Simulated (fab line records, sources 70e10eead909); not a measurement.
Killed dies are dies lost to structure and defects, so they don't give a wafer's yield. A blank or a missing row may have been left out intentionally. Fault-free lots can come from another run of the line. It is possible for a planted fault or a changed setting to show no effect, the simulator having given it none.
Matching of chambers / flow nand_harc / rie_diel-08 running NHARC_P_CONTACT_STRIP_28: 4 sister chambers
The step strips in O2. 20 wafers are shown with their chamber, then 10 later ones without.

## WAFERS PAIRED WITH THEIR CHAMBERS
wafer=L076.2; chamber=2; showerhead_plenum_p_Torr (Torr)=3.34; drypump_motor_current_A (A)=6.08; rf_vpp_V (V)=58.7
wafer=L076.5; chamber=3; showerhead_plenum_p_Torr (Torr)=3.47; drypump_motor_current_A (A)=5.56; rf_vpp_V (V)=58.4
wafer=L076.6; chamber=2; showerhead_plenum_p_Torr (Torr)=3.34; drypump_motor_current_A (A)=6.05; rf_vpp_V (V)=56.9
wafer=L074.1; chamber=1; showerhead_plenum_p_Torr (Torr)=3.53; drypump_motor_current_A (A)=5.37; rf_vpp_V (V)=56.5
wafer=L074.3; chamber=3; showerhead_plenum_p_Torr (Torr)=3.47; drypump_motor_current_A (A)=5.56; rf_vpp_V (V)=58.8
wafer=L074.4; chamber=0; showerhead_plenum_p_Torr (Torr)=3.55; drypump_motor_current_A (A)=5.99; rf_vpp_V (V)=58.2
wafer=L079.3; chamber=0; showerhead_plenum_p_Torr (Torr)=3.55; drypump_motor_current_A (A)=6.01; rf_vpp_V (V)=58.4
wafer=L079.4; chamber=3; showerhead_plenum_p_Torr (Torr)=3.47; drypump_motor_current_A (A)=5.58; rf_vpp_V (V)=57.1
wafer=L079.5; chamber=2; showerhead_plenum_p_Torr (Torr)=3.34; drypump_motor_current_A (A)=6.05; rf_vpp_V (V)=57.2
wafer=L086.1; chamber=1; showerhead_plenum_p_Torr (Torr)=3.53; drypump_motor_current_A (A)=5.39; rf_vpp_V (V)=57.3
wafer=L086.3; chamber=2; showerhead_plenum_p_Torr (Torr)=3.34; drypump_motor_current_A (A)=6.08; rf_vpp_V (V)=57.4
wafer=L086.4; chamber=0; showerhead_plenum_p_Torr (Torr)=3.55; drypump_motor_current_A (A)=6.00; rf_vpp_V (V)=57.9
wafer=L089.1; chamber=2; showerhead_plenum_p_Torr (Torr)=3.34; drypump_motor_current_A (A)=6.04; rf_vpp_V (V)=57.9
wafer=L089.4; chamber=3; showerhead_plenum_p_Torr (Torr)=3.47; drypump_motor_current_A (A)=5.58; rf_vpp_V (V)=57.3
wafer=L089.5; chamber=2; showerhead_plenum_p_Torr (Torr)=3.34; drypump_motor_current_A (A)=6.05; rf_vpp_V (V)=57.8
wafer=L088.1; chamber=3; showerhead_plenum_p_Torr (Torr)=3.47; drypump_motor_current_A (A)=5.57; rf_vpp_V (V)=56.6
wafer=L088.2; chamber=0; showerhead_plenum_p_Torr (Torr)=3.54; drypump_motor_current_A (A)=5.99; rf_vpp_V (V)=56.5
wafer=L088.3; chamber=2; showerhead_plenum_p_Torr (Torr)=3.34; drypump_motor_current_A (A)=6.05; rf_vpp_V (V)=57.6
wafer=L091.1; chamber=3; showerhead_plenum_p_Torr (Torr)=3.47; drypump_motor_current_A (A)=5.59; rf_vpp_V (V)=57.2
wafer=L091.3; chamber=1; showerhead_plenum_p_Torr (Torr)=3.52; drypump_motor_current_A (A)=5.38; rf_vpp_V (V)=56.7

SIGNATURES (means of the wafers above)
reading=showerhead_plenum_p_Torr; chamber 0=3.5475; chamber 1=3.5267; chamber 2=3.3400; chamber 3=3.4700; scatter within a chamber=0.00298
reading=drypump_motor_current_A; chamber 0=5.9975; chamber 1=5.3800; chamber 2=6.0571; chamber 3=5.5733; scatter within a chamber=0.0131
reading=rf_vpp_V; chamber 0=57.750; chamber 1=56.833; chamber 2=57.643; chamber 3=57.567; scatter within a chamber=0.714
Rule: a wafer lies at a distance from a chamber equal to the root of the sum of squares, over the readings, of (its reading less the chamber's mean, divided by the reading's scatter). The wafer belongs to the nearest chamber; if the next one is less than 2 further off, it can't be placed. The scatter is the square root of a quotient: the sum, over the shown wafers, of each reading's squared deviation from its chamber's mean, divided by wafers minus chambers.

## WAFERS WHOSE CHAMBER IS MISSING
wafer=L091.6; showerhead_plenum_p_Torr (Torr)=3.47; drypump_motor_current_A (A)=5.57; rf_vpp_V (V)=58.9
wafer=L094.1; showerhead_plenum_p_Torr (Torr)=3.52; drypump_motor_current_A (A)=5.36; rf_vpp_V (V)=54.8
wafer=L094.2; showerhead_plenum_p_Torr (Torr)=3.54; drypump_motor_current_A (A)=6.02; rf_vpp_V (V)=57.7
wafer=L094.4; showerhead_plenum_p_Torr (Torr)=3.34; drypump_motor_current_A (A)=6.08; rf_vpp_V (V)=58.5
wafer=L095.1; showerhead_plenum_p_Torr (Torr)=3.34; drypump_motor_current_A (A)=6.06; rf_vpp_V (V)=57.7
wafer=L095.4; showerhead_plenum_p_Torr (Torr)=3.46; drypump_motor_current_A (A)=5.60; rf_vpp_V (V)=57.4
wafer=L095.5; showerhead_plenum_p_Torr (Torr)=3.34; drypump_motor_current_A (A)=6.07; rf_vpp_V (V)=58.9
wafer=L097.2; showerhead_plenum_p_Torr (Torr)=3.54; drypump_motor_current_A (A)=5.98; rf_vpp_V (V)=59.3
wafer=L097.3; showerhead_plenum_p_Torr (Torr)=3.52; drypump_motor_current_A (A)=5.37; rf_vpp_V (V)=58.6
wafer=L097.6; showerhead_plenum_p_Torr (Torr)=3.34; drypump_motor_current_A (A)=6.04; rf_vpp_V (V)=55.1

## THE CHAMBER EACH PASSED THROUGH
wafer=L091.6; from the rows above=3; in truth=3
wafer=L094.1; from the rows above=1; in truth=1
wafer=L094.2; from the rows above=0; in truth=0
wafer=L094.4; from the rows above=2; in truth=2
wafer=L095.1; from the rows above=2; in truth=2
wafer=L095.4; from the rows above=3; in truth=3
wafer=L095.5; from the rows above=2; in truth=2
wafer=L097.2; from the rows above=0; in truth=0
wafer=L097.3; from the rows above=1; in truth=1
wafer=L097.6; from the rows above=2; in truth=2
10 of 10 placed correctly. Number that these rows cannot place: 0. Placed wrongly: 0.
